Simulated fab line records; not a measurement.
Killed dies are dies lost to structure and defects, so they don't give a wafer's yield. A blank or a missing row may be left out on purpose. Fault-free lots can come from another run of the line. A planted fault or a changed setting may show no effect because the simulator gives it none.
Which of the tools did it?    flow n5Finfet    24 lots, 72 wafers sampled, at 6 steps of a route of 1938

## WHAT THE GAUGES READ, wafer by wafer
N5_BEOL_M10_CD_MEAS_35 targets a cd of 70 nm.
lot   measured      on        cdNm (nm)
L074  day 10 19:29  cdSem-03  71.8 71.6 70.0
L075  day 10 19:04  cdSem-01  70.1 70.1 70.4
L077  day 12 23:37  cdSem-03  70.1 70.3 71.3
L078  day 12 20:56  cdSem-03  70.5 69.3 69.9
L076  day 13 09:56  cdSem-03  71.5 71.8 70.2
L083  day 13 10:25  cdSem-01  70.3 68.5 70.4
L080  day 13 15:34  cdSem-01  69.1 71.1 69.9
L081  day 13 15:38  cdSem-02  71.0 70.6 70.2
L079  day 14 01:50  cdSem-02  70.3 69.9 72.0
L082  day 14 02:17  cdSem-02  71.8 69.1 70.0
L084  day 14 13:28  cdSem-03  70.3 70.2 69.6
L086  day 14 19:01  cdSem-02  70.1 69.9 69.7
L085  day 15 00:14  cdSem-02  70.3 71.0 71.0
L088  day 15 03:32  cdSem-02  69.4 69.7 69.5
L087  day 15 09:23  cdSem-01  70.5 70.0 70.1
L091  day 15 15:38  cdSem-03  70.0 70.3 69.8
L089  day 16 05:47  cdSem-01  69.0 71.1 69.9
L093  day 16 09:30  cdSem-03  71.2 70.0 70.7
L090  day 16 14:18  cdSem-02  71.6 71.3 70.0
L094  day 16 18:47  cdSem-03  71.0 70.5 70.9
L092  day 16 20:55  cdSem-01  71.4 71.6 71.3
L095  day 17 01:39  cdSem-02  69.5 71.0 71.2
L096  day 17 18:27  cdSem-03  70.5 71.8 71.4
L097  day 17 20:48  cdSem-02  69.1 70.8 69.2

## WHAT TOOL EACH LOT RAN ON (gives the tool, then ch and the chambers of the sampled wafers, and finally the start)
lot   N5_BEOL_M9_CURE_72            N5_BEOL_M9_ANNEAL_51             N5_BEOL_M9_DEP_56                N5_BEOL_M10_ILD_DEP_00           N5_BEOL_M10_DESCUM_33
L074  uvCure-02 ch 2, day 10 08:19  rtpAnneal-01 ch 0, day 10 11:23  pecvd-03 ch 0,2, day 10 12:06    pecvd-01 ch 1,2, day 10 12:14    rieDiel-02 ch 0,2,3, day 10 18:50
L075  uvCure-03 ch 2, day 10 09:00  rtpAnneal-02 ch 0, day 10 12:08  pecvd-03 ch 0,2, day 10 12:49    pecvd-03 ch 0,1, day 10 12:58    rieDiel-04 ch 0,1,3, day 10 18:25
L077  uvCure-03 ch 0, day 12 11:32  rtpAnneal-01 ch 0, day 12 13:42  pecvd-03 ch 1,2, day 12 14:22    pecvd-04 ch 0,1,2, day 12 14:30  rieDiel-02 ch 0,3, day 12 22:58
L078  uvCure-02 ch 2, day 12 11:35  rtpAnneal-02 ch 0, day 12 13:41  pecvd-04 ch 0,1, day 12 14:18    pecvd-03 ch 0,1, day 12 14:26    rieDiel-03 ch 0,2,3, day 12 20:17
L076  uvCure-03 ch 1, day 12 21:13  rtpAnneal-01 ch 0, day 12 23:58  pecvd-02 ch 0,1,2, day 13 00:37  pecvd-01 ch 0,1, day 13 00:45    rieDiel-03 ch 0,1,2, day 13 09:18
L083  uvCure-02 ch 1, day 12 23:28  rtpAnneal-01 ch 0, day 13 01:23  pecvd-02 ch 0,2, day 13 02:03    pecvd-04 ch 0,1, day 13 02:11    rieDiel-02 ch 2,3, day 13 09:37
L080  uvCure-01 ch 1, day 13 09:50  rtpAnneal-02 ch 0, day 13 11:02  pecvd-02 ch 0,1,2, day 13 11:41  pecvd-01 ch 0,1, day 13 11:49    rieDiel-04 ch 1,3, day 13 14:55
L081  uvCure-01 ch 0, day 13 10:17  rtpAnneal-01 ch 0, day 13 11:35  pecvd-03 ch 0,1, day 13 12:14    pecvd-03 ch 1,2, day 13 12:23    rieDiel-02 ch 0,1,3, day 13 14:59
L079  uvCure-02 ch 1, day 13 18:40  rtpAnneal-01 ch 0, day 13 20:02  pecvd-04 ch 0,1,2, day 13 20:41  pecvd-01 ch 0,1,2, day 13 20:49  rieDiel-02 ch 0,1,2, day 14 01:11
L082  uvCure-03 ch 0, day 13 18:49  rtpAnneal-01 ch 0, day 13 20:18  pecvd-02 ch 1,2, day 13 20:58    pecvd-03 ch 0,1,2, day 13 21:08  rieDiel-02 ch 1,2,3, day 14 01:38
L084  uvCure-03 ch 0, day 14 05:06  rtpAnneal-02 ch 0, day 14 07:53  pecvd-04 ch 0,1, day 14 08:30    pecvd-01 ch 1,2, day 14 08:38    rieDiel-04 ch 1,3, day 14 12:49
L086  uvCure-03 ch 0, day 14 11:01  rtpAnneal-01 ch 0, day 14 13:47  pecvd-04 ch 0,2, day 14 14:26    pecvd-03 ch 0,1,2, day 14 14:35  rieDiel-04 ch 0,1,2, day 14 18:23
L085  uvCure-02 ch 1, day 14 13:26  rtpAnneal-02 ch 0, day 14 15:05  pecvd-04 ch 0,1,2, day 14 15:40  pecvd-04 ch 1,2, day 14 16:04    rieDiel-02 ch 0,1, day 14 23:35
L088  uvCure-02 ch 1, day 14 18:59  rtpAnneal-01 ch 0, day 14 20:28  pecvd-02 ch 1,2, day 14 21:07    pecvd-01 ch 0,1, day 14 21:15    rieDiel-02 ch 0,1,2, day 15 02:53
L087  uvCure-03 ch 2, day 14 19:18  rtpAnneal-02 ch 0, day 14 23:42  pecvd-03 ch 0,1,2, day 15 00:14  pecvd-04 ch 0,1,2, day 15 00:23  rieDiel-02 ch 0,1,2, day 15 08:45
L091  uvCure-01 ch 2, day 15 07:55  rtpAnneal-01 ch 0, day 15 09:16  pecvd-03 ch 0,1,2, day 15 09:55  pecvd-04 ch 0,1,2, day 15 10:03  rieDiel-03 ch 1,2, day 15 14:52
L089  uvCure-03 ch 0, day 15 18:08  rtpAnneal-02 ch 0, day 15 21:22  pecvd-02 ch 0,1, day 15 22:01    pecvd-04 ch 0,2, day 15 22:10    rieDiel-02 ch 0,2, day 16 05:08
L093  uvCure-02 ch 1, day 16 01:22  rtpAnneal-02 ch 0, day 16 03:50  pecvd-03 ch 0,2, day 16 04:29    pecvd-01 ch 0,2, day 16 04:37    rieDiel-04 ch 0,2, day 16 08:50
L090  uvCure-01 ch 2, day 16 05:40  rtpAnneal-01 ch 0, day 16 06:56  pecvd-03 ch 1,2, day 16 07:35    pecvd-01 ch 0,2, day 16 07:43    rieDiel-04 ch 0,1,3, day 16 13:38
L094  uvCure-01 ch 2, day 16 11:39  rtpAnneal-01 ch 0, day 16 14:01  pecvd-04 ch 1,2, day 16 14:47    pecvd-03 ch 0,1, day 16 14:55    rieDiel-02 ch 1,2,3, day 16 18:08
L092  uvCure-01 ch 2, day 16 14:11  rtpAnneal-02 ch 0, day 16 16:18  pecvd-04 ch 0,1, day 16 16:52    pecvd-01 ch 0,1,2, day 16 17:00  rieDiel-02 ch 1,2, day 16 20:16
L095  uvCure-02 ch 1, day 16 18:16  rtpAnneal-01 ch 0, day 16 19:37  pecvd-03 ch 1,2, day 16 20:16    pecvd-03 ch 1,2, day 16 20:24    rieDiel-02 ch 2,3, day 17 01:00
L096  uvCure-03 ch 1, day 17 06:05  rtpAnneal-01 ch 0, day 17 08:20  pecvd-03 ch 1,2, day 17 08:56    pecvd-04 ch 0,2, day 17 09:06    rieDiel-02 ch 1,2,3, day 17 17:49
L097  uvCure-01 ch 0, day 17 12:31  rtpAnneal-01 ch 0, day 17 14:06  pecvd-04 ch 0,2, day 17 14:46    pecvd-04 ch 0,2, day 17 14:56    rieDiel-03 ch 0,1,3, day 17 20:09
- N5_BEOL_M9_CURE_72: cures SiCOH lowk, time 120 s.
- N5_BEOL_M9_ANNEAL_51: time 90 s.
- N5_BEOL_M9_DEP_56: deposits SiCN from 3MS/NH3, target thk 15 nm, time 26.5 s.
- N5_BEOL_M10_ILD_DEP_00: deposits SiCOH lowk from DEMS/porogen, target thk 308.51 nm, time 58 s.
- N5_BEOL_M10_DESCUM_33: chemistry O2, time 7.9 s.

## AS READ BY THE TOOLS THEMSELVES (means over the sampled wafers that have a number; for cases with no such wafer, the mark the record gives instead)
N5_BEOL_M9_CURE_72.
lot   tool       lampPowerPct (%)  wafer_temp_C_max
L074  uvCure-02  52.32             372.2
L075  uvCure-03  52.28             372.8
L077  uvCure-03  52.27             371.9
L078  uvCure-02  52.33             372.2
L076  uvCure-03  52.25             372.1
L083  uvCure-02  52.35             373.1
L080  uvCure-01  52.28             371.8
L081  uvCure-01  52.32             371.1
L079  uvCure-02  52.33             372.5
L082  uvCure-03  52.32             372.1
L084  uvCure-03  52.35             371.9
L086  uvCure-03  52.30             371.9
L085  uvCure-02  52.33             372.3
L088  uvCure-02  52.38             372.4
L087  uvCure-03  52.35             372.1
L091  uvCure-01  52.31             371.9
L089  uvCure-03  52.36             371.6
L093  uvCure-02  52.28             372.3
L090  uvCure-01  52.31             371.8
L094  uvCure-01  52.31             371.9
L092  uvCure-01  52.28             372.1
L095  uvCure-02  52.27             372.3
L096  uvCure-03  52.30             372.4
L097  uvCure-01  52.24             371.3

N5_BEOL_M9_ANNEAL_51.
lot   tool          wafer_temp_C_max
L074  rtpAnneal-01  226.4
L075  rtpAnneal-02  226.5
L077  rtpAnneal-01  226.0
L078  rtpAnneal-02  226.7
L076  rtpAnneal-01  226.0
L083  rtpAnneal-01  225.8
L080  rtpAnneal-02  226.3
L081  rtpAnneal-01  226.4
L079  rtpAnneal-01  226.3
L082  rtpAnneal-01  226.1
L084  rtpAnneal-02  226.2
L086  rtpAnneal-01  226.2
L085  rtpAnneal-02  226.3
L088  rtpAnneal-01  226.0
L087  rtpAnneal-02  226.9
L091  rtpAnneal-01  226.2
L089  rtpAnneal-02  226.4
L093  rtpAnneal-02  226.3
L090  rtpAnneal-01  226.0
L094  rtpAnneal-01  226.0
L092  rtpAnneal-02  226.4
L095  rtpAnneal-01  226.2
L096  rtpAnneal-01  226.4
L097  rtpAnneal-01  225.9

N5_BEOL_M9_DEP_56.
lot   tool      showerheadPlenumPTorr (Torr)  throttleValvePct (%)
L074  pecvd-03  3.677                         9.0
L075  pecvd-03  3.669                         8.9
L077  pecvd-03  3.673                         9.2
L078  pecvd-04  3.654                         9.3
L076  pecvd-02  3.674                         9.1
L083  pecvd-02  3.680                         8.9
L080  pecvd-02  3.671                         9.3
L081  pecvd-03  3.679                         9.1
L079  pecvd-04  3.661                         9.0
L082  pecvd-02  3.671                         9.3
L084  pecvd-04  3.653                         9.1
L086  pecvd-04  3.650                         8.7
L085  pecvd-04  3.658                         9.2
L088  pecvd-02  3.664                         9.2
L087  pecvd-03  3.676                         9.1
L091  pecvd-03  3.677                         9.1
L089  pecvd-02  3.672                         9.5
L093  pecvd-03  3.681                         9.3
L090  pecvd-03  3.666                         9.0
L094  pecvd-04  3.661                         8.8
L092  pecvd-04  3.670                         9.7
L095  pecvd-03  3.664                         9.2
L096  pecvd-03  3.667                         9.1
L097  pecvd-04  3.645                         8.8

N5_BEOL_M10_ILD_DEP_00.
lot   tool      heaterPowerW (W)  showerheadPlenumPTorr (Torr)  throttleValvePct (%)
L074  pecvd-01  401               5.738                         14.0
L075  pecvd-03  259               5.760                         13.9
L077  pecvd-04  354               5.735                         13.9
L078  pecvd-03  262               5.764                         13.8
L076  pecvd-01  435               5.745                         15.1
L083  pecvd-04  349               5.738                         14.6
L080  pecvd-01  379               5.745                         14.9
L081  pecvd-03  279               5.749                         13.8
L079  pecvd-01  408               5.733                         14.4
L082  pecvd-03  262               5.745                         13.8
L084  pecvd-01  395               5.736                         14.0
L086  pecvd-03  284               5.757                         13.9
L085  pecvd-04  355               5.733                         13.7
L088  pecvd-01  352               5.743                         15.0
L087  pecvd-04  364               5.729                         13.8
L091  pecvd-04  349               5.728                         13.8
L089  pecvd-04  396               5.715                         13.3
L093  pecvd-01  373               5.745                         14.0
L090  pecvd-01  344               5.748                         14.3
L094  pecvd-03  273               5.754                         13.9
L092  pecvd-01  372               5.745                         14.5
L095  pecvd-03  289               5.746                         13.9
L096  pecvd-04  397               5.719                         13.3
L097  pecvd-04  386               5.714                         13.3

N5_BEOL_M10_DESCUM_33.
lot   tool        drypumpMotorCurrentA (A)  oesProductAu (a.u.)  rfVppV (V)  showerheadPlenumPTorr (Torr)  throttleValvePct (%)
L074  rieDiel-02  5.7                       0.81                 243.2       2.14                          20.57
L075  rieDiel-04  5.8                       0.78                 243.5       2.11                          20.43
L077  rieDiel-02  5.9                       0.83                 242.8       2.09                          20.55
L078  rieDiel-03  5.0                       0.79                 243.0       2.10                          20.42
L076  rieDiel-03  5.3                       0.82                 242.2       2.05                          20.40
L083  rieDiel-02  5.4                       0.77                 244.1       2.16                          20.46
L080  rieDiel-04  5.8                       0.78                 243.0       2.07                          20.45
L081  rieDiel-02  5.8                       0.85                 242.4       2.08                          20.60
L079  rieDiel-02  5.7                       0.81                 242.9       2.13                          20.64
L082  rieDiel-02  5.5                       0.83                 242.8       2.11                          20.49
L084  rieDiel-04  5.8                       0.77                 243.3       2.07                          20.47
L086  rieDiel-04  5.9                       0.87                 244.7       2.14                          20.29
L085  rieDiel-02  5.8                       0.86                 243.0       2.07                          20.66
L088  rieDiel-02  5.6                       0.80                 244.1       2.12                          20.65
L087  rieDiel-02  5.7                       0.79                 242.7       2.12                          20.66
L091  rieDiel-03  5.4                       0.76                 241.1       2.00                          20.57
L089  rieDiel-02  5.9                       0.73                 243.5       2.14                          20.79
L093  rieDiel-04  5.9                       0.91                 243.8       2.17                          20.18
L090  rieDiel-04  5.8                       0.82                 243.0       2.10                          20.37
L094  rieDiel-02  5.5                       0.81                 242.1       2.10                          20.51
L092  rieDiel-02  5.4                       0.82                 242.7       2.10                          20.58
L095  rieDiel-02  5.4                       0.75                 242.9       2.15                          20.51
L096  rieDiel-02  5.5                       0.79                 242.3       2.10                          20.53
L097  rieDiel-03  5.2                       0.81                 244.5       2.10                          20.21

## THE ANSWER, worked out from the rows above alone
Rule: usual is defined by the lots themselves. Put in order of their means at a reading, lots are off if they are a third of the lots or fewer, leave a main group of 4 or more, and stand apart from it by a gap of 3 or more times the standard deviation of the main group's means; of several such gaps the widest counts. Not used: any main group whose means are identical at the precision the tables above print for the reading. Also off: a lot with no number at a reading for which 4 or more lots have one. Where the step has rows for the other lots, those lots are counted as sound. Order of review: gauges by route order, followed by the tools' own readings, for which a lot's mean as printed above is used. The first step at which some lot is off is used, and at that step the reading that is off furthest; a lot without a number counts as furthest.
No lot is off at any reading shown: from this, nothing can be told.

## WHAT HAD BEEN PUT IN BY THE SIMULATOR
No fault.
